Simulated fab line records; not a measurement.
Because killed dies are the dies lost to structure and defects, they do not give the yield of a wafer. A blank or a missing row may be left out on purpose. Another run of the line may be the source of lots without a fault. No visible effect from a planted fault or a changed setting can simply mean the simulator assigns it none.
A struck lot beside a sound one ; flow n5Finfet ; 20 steps out of a route of 1938
Sound: the wafers L903.2, L903.3, L903.6. The struck wafers were L889.1, L889.3, L889.4. Last of all comes the cause.
For every step that has rows: the tool of each side, followed by ch and its chambers, followed by its first start. Under that, the readings that differ: sound wafers ; struck wafers ; difference of the means ; sigmas: that difference in standard deviations of wafers without a fault.
alike: readings with means less than 2 such deviations apart, plus words and numbers identical on both sides. not compared: withheld readings, readings lacking a value on some wafer, bounds such as >300 that could conceal the same value, and numbers that have no deviation in the record and whose values overlap.
The two part at a step that has a row with sigmas, a row that says differs or no value, or rows on one side only. Numbers that have no deviation but don't overlap get no sigmas and don't part them. A reading missing from all wafers of one side parts the sides only when that side holds two or more wafers.

first, 9 steps without rows for these wafers: N5_BEOL_M0_CO_CAP_123 (material Co, precursor CCTBA/H2, target thk 2 nm, time 102.1 s); N5_BEOL_M0_PRE_CLEAN_124 (time 15 s); N5_BEOL_M0_DEP_125 (deposits SiCN from 3MS/NH3, target thk 8 nm, time 14 s); N5_BEOL_M1_ILD_DEP_00 (deposits SiOC from DEMS/O2, target thk 79 nm, time 15.3 s); N5_BEOL_M1_PECVD_72 (deposits SiO2 from TEOS/O2, target thk 16 nm, time 18 s); N5_BEOL_M1_HM_DEP_02 (deposits TiN, target thk 20 nm); N5_BEOL_M1_COAT_61 (time 60 s, resist thk 60 nm); N5_BEOL_M1_COAT_62 (time 60 s, resist thk 12 nm); N5_BEOL_M1_COAT_73 (time 60 s, resist thk 5 nm).
N5_BEOL_M1_COAT_05: resist thk 30 nm.
  sound on lithoTrack-01 ch 0, day 11 02:38; struck on lithoTrack-01 ch 0, day 7 05:35
reading;sound;struck;difference;sigmas
spinSpeedRpm (rpm);1499.6 1499.5 1500.2;1418.7 1419.6 1416.6;-81.5;-89
model.CAR-EUV_of_BEOL_M1_COAT_05.thkNm (nm);30 30 30;30.8 30.8 30.8;+0.8;
then, 7 steps without rows for these wafers: N5_BEOL_M1_EBR_07; N5_BEOL_M1_SOFTBAKE_06 (time 60 s); N5_BEOL_M1_EXPOSE_08 (exposes mask M1); N5_BEOL_M1_PEB_09 (peb time 60 s); N5_BEOL_M1_DEVELOP_10 (develop time 30 s); N5_BEOL_M1_DESCUM_16 (chemistry O2, time 7 s); N5_BEOL_M1_ETCH_74 (etches underlayer in N2/H2, target depth 6.5 nm, time 5.2 s).
N5_BEOL_M1_ETCH_63: etches SiARC in CF4, target depth 15.6 nm, time 26 s.
  sound on rieDiel-05 ch 0,2, day 11 03:04; struck on rieDiel-03 ch 1,2,3, day 7 06:11
reading;sound;struck;difference;sigmas
model.CAR-EUV_of_BEOL_M1_COAT_05.thkNm (nm);11.2 11.2 11;12 12 12;+1;
  alike: drypumpMotorCurrentA, etchRfOnTimeS, oesProductAu, rfVppV, showerheadPlenumPTorr, throttleValvePct
  not compared: rfHoursCounterH
then, 1 step without rows for these wafers: N5_BEOL_M1_ETCH_64 (etches SOC in N2/H2, target depth 75 nm, overetch 15 nm, time 112.5 s).
-- record jumps: 2 days separate the struck wafers' starts on either side; left off in module BEOL_M1, taken up again in module BEOL_M4, whose first shown step is the route's number 1111 --
N5_BEOL_M4_RC_MEAS_101:
  sound on prober-02 ch 0, day 14 05:29; struck on prober-01 ch 0, day 9 08:23
reading;sound;struck;difference;sigmas
SS_N (mV/dec);73.6 72.5 72.5;72.1 71.4 71.1;-1.3;-2
  alike: DIBL_N, DIBL_P, IOFF_N, IOFF_P, ION_N, ION_P, SS_P, VT_N, VT_P

== WHERE THEY PART ==
First at N5_BEOL_M1_COAT_05; last, within this record, at N5_BEOL_M4_RC_MEAS_101.

WHY: whatever the simulator had introduced
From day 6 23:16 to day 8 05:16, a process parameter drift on lithoTrack-01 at N5_BEOL_M1_COAT_05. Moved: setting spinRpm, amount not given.
